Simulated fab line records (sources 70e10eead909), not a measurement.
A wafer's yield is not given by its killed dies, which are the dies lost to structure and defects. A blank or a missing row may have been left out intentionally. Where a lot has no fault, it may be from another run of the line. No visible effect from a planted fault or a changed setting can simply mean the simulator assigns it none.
Chamber matching	flow nand harc	4 sister chambers for NHARC_P_M2_CMP_23 on cmp-04
The step polishes, t overpolish 20 s, target thk 144.3 nm. 16 wafers are shown with their chamber, then 8 later ones without.

## WAFERS, EACH WITH ITS CHAMBER
wafer	chamber	motor current A (A)	time to endpoint s (s)	slurry filter dp kPa (kPa)
L075.1	1	12.8	34	13.66
L075.2	0	10.9	26	13.53
L075.6	2	9.9	26	13.26
L076.3	2	10.2	25	13.56
L076.4	1	12.6	33	13.44
L076.5	0	10.8	27	13.40
L077.1	3	13.3	26	13.39
L077.2	1	13.1	27	13.57
L077.4	0	10.7	21	13.33
L080.2	0	10.7	24	13.44
L080.4	2	10.2	21	13.55
L080.6	2	10.2	20	13.81
L084.2	2	10.3	22	13.43
L084.5	0	10.9	24	13.25
L084.6	1	12.7	30	13.59
L087.1	1	13.3	28	13.35

SIGNATURES, as means of the wafers listed above
reading	chamber 0	chamber 1	chamber 2	chamber 3	scatter within a chamber
motor current A	10.800	12.900	10.160	13.300	0.198
time to endpoint s	24.40	30.40	22.80	26.00	2.66
slurry filter dp kPa	13.3900	13.5220	13.5220	13.3900	0.15
Rule: distance of a wafer from a chamber = root of the sum over the readings of ((wafer's reading minus chamber's mean) / reading's scatter) squared. The wafer belongs to the nearest chamber; if the next one is less than 2 further off, it can't be placed. The scatter: the root of (the sum of the squares of (reading less its chamber's mean) over the shown wafers, divided by (wafers less chambers)).

## WAFERS WHOSE CHAMBER IS MISSING
wafer	motor current A (A)	time to endpoint s (s)	slurry filter dp kPa (kPa)
L087.2	13.3	28	13.51
L087.5	11.1	25	13.48
L089.1	10.3	24	13.48
L089.5	10.3	23	13.44
L089.6	13.1	30	13.49
L091.4	13.4	32	13.46
L091.5	13.3	25	13.41
L091.6	10.3	21	13.50

## CHAMBER TAKEN BY EACH
wafer	from the rows above	in truth
L087.2	can't be placed: 3 or 1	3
L087.5	0	0
L089.1	can't be placed: 2 or 0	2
L089.5	can't be placed: 2 or 0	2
L089.6	can't be placed: 1 or 3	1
L091.4	can't be placed: 3 or 1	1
L091.5	3	3
L091.6	can't be placed: 2 or 0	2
Correctly placed: 2 of 8. These rows do not allow placing 6 (true chamber among the candidates in 6). Number placed wrongly: 0.
